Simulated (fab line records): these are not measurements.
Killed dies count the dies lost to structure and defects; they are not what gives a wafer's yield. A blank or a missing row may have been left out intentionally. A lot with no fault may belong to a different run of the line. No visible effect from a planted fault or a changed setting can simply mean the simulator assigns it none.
A lot that was struck, set against a sound lot | flow n5-finfet | 40 steps out of a route of 1938
Sound: these wafers, L554.2, L554.3, L554.5. Wafers struck: L552.1, L552.4, L552.5. The cause comes at the end.
At each step with rows: each side's tool, then ch and its chambers, then its first start. Under that, the readings that differ: sound wafers | struck wafers | difference of the means | sigmas: that difference in standard deviations of wafers without a fault.
alike: same words and numbers on both sides, and readings whose means sit less than 2 such deviations apart. not compared: any withheld reading, any reading some wafer has no value for, any bound like >300 that may hide the same value, and any number with overlapping values for which the record gives no deviation.
A row with sigmas, a row that says differs or no value, or rows on one side alone: a step with any of these is where the two part. Numbers that have no deviation but don't overlap get no sigmas and don't part them. A reading that every wafer of one side lacks parts them only if that side has two wafers or more.

first, 12 steps without rows for these wafers: N5_SD_EPI_N_STRIP_36 (strips in N2/H2); N5_SD_EPI_N_ETCHBACK_44 (etches SiNx in CH3F/O2, stops on SiO2, target depth 14.5 nm); N5_SD_EPI_N_ETCH_45 (etches SiOCN in CH3F/O2, target depth 6 nm); N5_SD_EPI_N_ETCH_16 (etches SiO2 in CHF3/O2, target depth 5 nm); N5_SD_EPI_N_STRIP_47 (strips in CHF3/O2); N5_SD_EPI_N_SD_RECESS_17 (chemistry HBr/Cl2/O2, target depth 41 nm, time 23.7 s, bt time 3 s); N5_SD_EPI_N_STRIP_38 (strips in N2/H2); N5_SD_EPI_N_WET_ETCH_43 (etches SiO2 in dHF, time 14 s, target depth 1.5 nm); N5_SD_EPI_N_STRIP_18 (strips in SPM, time 750 s); N5_SD_EPI_N_SRD_20 (time 30 s); N5_SD_EPI_N_PRECLEAN_48 (cleans in NF3:NH3, afs cycles 2, time 20 s, sublimation time 60 s); N5_SD_EPI_N_VAPOR_ETCH_50 (etches Si in HCl, time 54 s).
N5_SD_EPI_N_EPI_21: deposits Si:P, time 690 s.
  sound on epi-rpcvd-04 ch 0, day 7 00:31; struck on epi-rpcvd-01 ch 0, day 6 09:09
then, 24 steps without rows for these wafers: N5_SD_EPI_N_PRECLEAN_24 (cleans in O3/DIW, time 60 s); N5_SD_EPI_N_SRD_25 (time 30 s); N5_SD_EPI_N_PRECLEAN_49 (cleans in NF3:NH3, afs cycles 1, time 20 s, sublimation time 60 s); N5_SD_EPI_N_LINER_46 (material SiNx, target thk 3 nm); N5_SD_EPI_P_COAT_34 (time 60 s, resist thk 350 nm); N5_SD_EPI_P_COAT_35 (time 60 s, resist thk 35 nm); N5_SD_EPI_P_COAT_03 (resist thk 150 nm); N5_SD_EPI_P_EBR_05; N5_SD_EPI_P_SOFTBAKE_04 (time 60 s); N5_SD_EPI_P_EXPOSE_06 (exposes mask SD P BLK, target cd 240 nm); N5_SD_EPI_P_PEB_07 (peb time 60 s); N5_SD_EPI_P_DEVELOP_08 (develop time 30 s); N5_SD_EPI_P_DESCUM_14 (chemistry O2, time 7.9 s); N5_SD_EPI_P_ETCH_36 (etches SiARC in CF4, target depth 45.5 nm, time 75.8 s); N5_SD_EPI_P_ETCH_37 (etches SOC in N2/H2, overetch 108 nm, time 486 s); N5_SD_EPI_P_STRIP_38 (strips in N2/H2); N5_SD_EPI_P_ETCHBACK_46 (etches SiNx in CH3F/O2, stops on SiO2, target depth 17.5 nm); N5_SD_EPI_P_ETCH_47 (etches SiOCN in CH3F/O2, target depth 25 nm); N5_SD_EPI_P_ETCH_16 (etches SiO2 in CHF3/O2, target depth 5 nm); N5_SD_EPI_P_STRIP_50 (strips in CHF3/O2); N5_SD_EPI_P_SD_RECESS_17 (chemistry HBr/Cl2/O2, target depth 39.1 nm, bt time 3 s); N5_SD_EPI_P_WET_ETCH_45 (etches SiO2 in dHF, time 10.7 s, target depth 2 nm, rinse time 30 s); N5_SD_EPI_P_STRIP_40 (strips in N2/H2); N5_SD_EPI_P_PRECLEAN_52 (cleans in O3/DIW, time 60 s).
N5_SD_ACTIVATION_RS_MEAS_03: uses a four-point probe to measure.
  sound on film-metro-01 at day 7 08:32; struck on film-metro-02 at day 6 16:24
  reading          | sound          | struck         | difference | sigmas
  RS_SD_N (ohm/sq) | 22.4 22.6 22.6 | 20.8 20.7 20.9 | -1.7       | -5
  RS_SD_P (ohm/sq) | 58.4 57.2 57.3 | 55.7 55.9 55.7 | -1.9       | -2
-- the record jumps here: 4 days lie between the struck wafers' starts before and after (it left off in module SD_ACTIVATION and takes up again in module BEOL_M4, whose first step shown is number 1111 of the route) --
N5_BEOL_M4_RC_MEAS_101:
  sound on prober-02 ch 0, day 11 16:49; struck on prober-01 ch 0, day 10 20:19
  reading             | sound          | struck         | difference | sigmas
  ION_N (uA/um)       | 680 662 660    | 697 696 687    | +26        | +2
  RC_DENSE_N (ohm.um) | 19.0 19.5 19.7 | 16.7 16.5 17.1 | -2.6       | -6
  RC_N (ohm.um)       | 15.5 15.8 16.0 | 13.7 13.4 14.0 | -2.1       | -6
  REXT_N (ohm.um)     | 75.4 76.6 76.2 | 70.5 70.0 70.8 | -5.6       | -4
  RS_SD_N (ohm/sq)    | 28.9 28.8 29.4 | 26.8 26.7 27.1 | -2.2       | -5
  alike: DIBL_N, DIBL_P, IOFF_N, IOFF_P, ION_P, SS_N, SS_P, VT_N, VT_P
N5_PASSIVATION_PROBE_49:
  the record holds rows for the sound wafers here (prober-02, day 15 13:52) but none for the struck ones

## WHERE THEY PART
At N5_SD_ACTIVATION_RS_MEAS_03 first; at N5_PASSIVATION_PROBE_49 last (within this record only).

WHY: the cause the simulator had injected
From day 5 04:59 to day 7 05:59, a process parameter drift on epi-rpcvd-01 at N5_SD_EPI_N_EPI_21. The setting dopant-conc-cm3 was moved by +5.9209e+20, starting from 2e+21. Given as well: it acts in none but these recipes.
